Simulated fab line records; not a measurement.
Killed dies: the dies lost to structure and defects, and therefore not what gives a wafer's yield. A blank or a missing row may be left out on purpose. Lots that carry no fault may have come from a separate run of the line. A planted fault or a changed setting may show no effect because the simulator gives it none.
Chamber matching ; flow n5Finfet ; 4 sister chambers for N5_BEOL_M10_STRIP_36 on rieDiel-06
The step strips in N2/H2. 8 wafers are shown with their chamber, then 10 later ones without.

## WAFERS WITH THEIR CHAMBER
wafer;chamber;drypumpMotorCurrentA (A);throttleValvePct (%)
L083.4;3;5.9;23.73
L082.1;0;6.0;23.36
L085.3;2;5.3;23.92
L088.1;3;6.0;23.73
L088.2;1;6.1;23.42
L088.4;2;5.3;23.57
L092.2;1;6.1;23.39
L092.4;0;6.0;23.44

## WAFERS WITHOUT THEIR CHAMBER
wafer;drypumpMotorCurrentA (A);throttleValvePct (%)
L092.6;6.1;23.42
L093.1;6.1;23.42
L093.5;6.1;23.45
L093.6;5.3;23.55
L096.2;5.2;23.61
L096.3;6.0;23.43
L096.4;6.0;23.77
L097.2;5.4;23.61
L097.3;5.9;23.75
L097.6;6.1;23.45

## WHICH CHAMBER EACH WENT THROUGH
wafer;from the rows above;in truth
L092.6;1;1
L093.1;1;1
L093.5;1;1
L093.6;2;2
L096.2;2;2
L096.3;0;0
L096.4;can't be placed: 3 or 0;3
L097.2;2;2
L097.3;3;3
L097.6;1;1
Correct placement for 9 of the 10. Unplaceable from these rows: 1, with the true chamber sitting among the candidates in 1. Placed wrongly: 0.
How it was worked out, from the rows above alone: a wafer's distance from a chamber is the root of the sum, over the readings, of the square of ((its reading less the chamber's mean) divided by the reading's scatter). The wafer belongs to the nearest chamber; if the next one is less than 2 further off, it can't be placed. The mean given for a chamber averages the wafers shown for that chamber. How the scatter is found: for the shown wafers, subtract from each reading the mean of its chamber, square and add these, divide the total by (wafers less chambers), then take the root.
